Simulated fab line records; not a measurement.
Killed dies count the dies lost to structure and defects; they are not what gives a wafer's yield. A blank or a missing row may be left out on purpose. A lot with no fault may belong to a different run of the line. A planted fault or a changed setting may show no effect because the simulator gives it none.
Split-lot study :: flow n5-finfet :: 21 wafers read from 7 lots, route of 1938 steps

SPLIT DETAILS
At N5_GATE_CUT_ALD_22 (deposits SiNx, target thk 16 nm, pulse time 1 s, ald cycles 320), the setting ald-cycles was moved away from the recipe's 320 on 6 of the 21 wafers read, by -12.2% to +11.9%. The other wafers ran this setting at the recipe's value.

The reading comes from the split's own step.

THE READING
SiNx_of_GATE_CUT_ALD_22.thk-nm (the simulator's own value, which no gauge read), in nm, at N5_GATE_CUT_ALD_22 (deposits SiNx, target thk 16 nm, pulse time 1 s, ald cycles 320). The file gives no usual value for it. The 15 wafers here that ran the recipe average 16.0 nm, standard deviation 0.088 nm.

wafer: L080.2
tool, chamber at the split: ald-sin-04, 2
ald-cycles as run: 320
against the recipe: recipe
SiNx_of_GATE_CUT_ALD_22.thk-nm, nm: 15.8
against lot-mates on the recipe: -

wafer: L080.3
tool, chamber at the split: ald-sin-04, 1
ald-cycles as run: 281
against the recipe: -12.2%
SiNx_of_GATE_CUT_ALD_22.thk-nm, nm: 14
against lot-mates on the recipe: -1.9

wafer: L080.6
tool, chamber at the split: ald-sin-04, 2
ald-cycles as run: 320
against the recipe: recipe
SiNx_of_GATE_CUT_ALD_22.thk-nm, nm: 16
against lot-mates on the recipe: -

wafer: L084.1
tool, chamber at the split: ald-sin-03, 2
ald-cycles as run: 358
against the recipe: +11.9%
SiNx_of_GATE_CUT_ALD_22.thk-nm, nm: 18
against lot-mates on the recipe: +2.0

wafer: L084.4
tool, chamber at the split: ald-sin-03, 0,1
ald-cycles as run: 320
against the recipe: recipe
SiNx_of_GATE_CUT_ALD_22.thk-nm, nm: 16
against lot-mates on the recipe: -

wafer: L084.5
tool, chamber at the split: ald-sin-03, 0,1
ald-cycles as run: 320
against the recipe: recipe
SiNx_of_GATE_CUT_ALD_22.thk-nm, nm: 16
against lot-mates on the recipe: -

wafer: L086.2
tool, chamber at the split: ald-sin-01, 1
ald-cycles as run: 304
against the recipe: -5.0%
SiNx_of_GATE_CUT_ALD_22.thk-nm, nm: 15.2
against lot-mates on the recipe: -0.9

wafer: L086.3
tool, chamber at the split: ald-sin-01, 3
ald-cycles as run: 320
against the recipe: recipe
SiNx_of_GATE_CUT_ALD_22.thk-nm, nm: 16
against lot-mates on the recipe: -

wafer: L086.5
tool, chamber at the split: ald-sin-01, 3
ald-cycles as run: 320
against the recipe: recipe
SiNx_of_GATE_CUT_ALD_22.thk-nm, nm: 16.2
against lot-mates on the recipe: -

wafer: L087.4
tool, chamber at the split: ald-sin-03, 1,2
ald-cycles as run: 320
against the recipe: recipe
SiNx_of_GATE_CUT_ALD_22.thk-nm, nm: 16
against lot-mates on the recipe: -

wafer: L087.6
tool, chamber at the split: ald-sin-03, 1,2
ald-cycles as run: 320
against the recipe: recipe
SiNx_of_GATE_CUT_ALD_22.thk-nm, nm: 16
against lot-mates on the recipe: -

wafer: L087.5
tool, chamber at the split: ald-sin-03, 1
ald-cycles as run: 297
against the recipe: -7.2%
SiNx_of_GATE_CUT_ALD_22.thk-nm, nm: 15
against lot-mates on the recipe: -1.0

wafer: L088.1
tool, chamber at the split: ald-sin-01, 1
ald-cycles as run: 320
against the recipe: recipe
SiNx_of_GATE_CUT_ALD_22.thk-nm, nm: 16.2
against lot-mates on the recipe: -

wafer: L088.4
tool, chamber at the split: ald-sin-01, 0,1
ald-cycles as run: 320
against the recipe: recipe
SiNx_of_GATE_CUT_ALD_22.thk-nm, nm: 16
against lot-mates on the recipe: -

wafer: L088.5
tool, chamber at the split: ald-sin-01, 0,1
ald-cycles as run: 320
against the recipe: recipe
SiNx_of_GATE_CUT_ALD_22.thk-nm, nm: 16
against lot-mates on the recipe: -

wafer: L091.1
tool, chamber at the split: ald-sin-04, 1,3,2
ald-cycles as run: 320
against the recipe: recipe
SiNx_of_GATE_CUT_ALD_22.thk-nm, nm: 16
against lot-mates on the recipe: -

wafer: L091.3
tool, chamber at the split: ald-sin-04, 1,3,2
ald-cycles as run: 320
against the recipe: recipe
SiNx_of_GATE_CUT_ALD_22.thk-nm, nm: 16
against lot-mates on the recipe: -

wafer: L091.6
tool, chamber at the split: ald-sin-04, 1,3,2
ald-cycles as run: 320
against the recipe: recipe
SiNx_of_GATE_CUT_ALD_22.thk-nm, nm: 16
against lot-mates on the recipe: -

wafer: L096.1
tool, chamber at the split: ald-sin-01, 0,1
ald-cycles as run: 341
against the recipe: +6.6%
SiNx_of_GATE_CUT_ALD_22.thk-nm, nm: 17
against lot-mates on the recipe: +1.0

wafer: L096.5
tool, chamber at the split: ald-sin-01, 0,1
ald-cycles as run: 341
against the recipe: +6.6%
SiNx_of_GATE_CUT_ALD_22.thk-nm, nm: 17
against lot-mates on the recipe: +1.0

wafer: L096.6
tool, chamber at the split: ald-sin-01, 2
ald-cycles as run: 320
against the recipe: recipe
SiNx_of_GATE_CUT_ALD_22.thk-nm, nm: 16
against lot-mates on the recipe: -
When a row names more than one chamber, that row covers several wafers, and the file does not tell which wafer ran in which chamber.

THE FIT
A straight line over all 21 wafers: SiNx_of_GATE_CUT_ALD_22.thk-nm changes by +0.16 nm for each +1% of ald-cycles; r = +0.99; the points scatter about the line by 0.091 nm.
The same after taking each lot's own level away (the mean of its wafers on the recipe; 21 wafers): +0.159 nm for each +1%; r = +0.99; scatter 0.078 nm.
The reading moves by 1.9 nm for the largest change in ald-cycles, on that fit.
The span of the lots' own levels, 15.90 to 16.10 nm, comes to 2.3 times the standard deviation stated above.
The two slopes agree, so the slope changes little with the lot-to-lot level.
Check: with one of the wafers moved furthest among these (-12.2%) left out of the fit, the line predicts -1.94 nm for it against its lot-mates. It came out at -1.9 nm against them.

THESE WAFERS: OTHER SPLITS
These wafers also went through other splits before the reading. Each is held against what the fit with the lots' levels taken away leaves over:
other split on the same wafers: N5_SD_EPI_P_EPI_21 time-s
wafers away from the commonest value: 7
r with SiNx_of_GATE_CUT_ALD_22.thk-nm (lot level and that fit taken away): +0.09

other split on the same wafers: N5_HKMG_FIN_DEVELOP_48 develop-time-s
wafers away from the commonest value: 10
r with SiNx_of_GATE_CUT_ALD_22.thk-nm (lot level and that fit taken away): +0.49

THE WHOLE CHAIN: every reading that the file lists as answering this split, in the file's order
step: N5_GATE_CUT_ALD_22
what it does: deposits SiNx, target thk 16 nm, pulse time 1 s, ald cycles 320
reading: SiNx_of_GATE_CUT_ALD_22.thk-nm (the simulator's own value, which no gauge read)
change (the file's fit): +0.159 nm for each +1% of the setting
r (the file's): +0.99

step: N5_GATE_CUT_CMP_23
what it does: polishes, stops on SiO2, t overpolish 23.4 s, target thk 16 nm
reading: SiNx_of_GATE_CUT_ALD_22.thk-nm (the simulator's own value, which no gauge read)
change (the file's fit): not straight: 14 at the lowest setting, 16.01 at the recipe, 15.4 at the highest
r (the file's): not given

THE FILE'S OWN FIT
SiNx_of_GATE_CUT_ALD_22.thk-nm changes by +0.159 nm for each +1% of ald-cycles, r = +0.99.
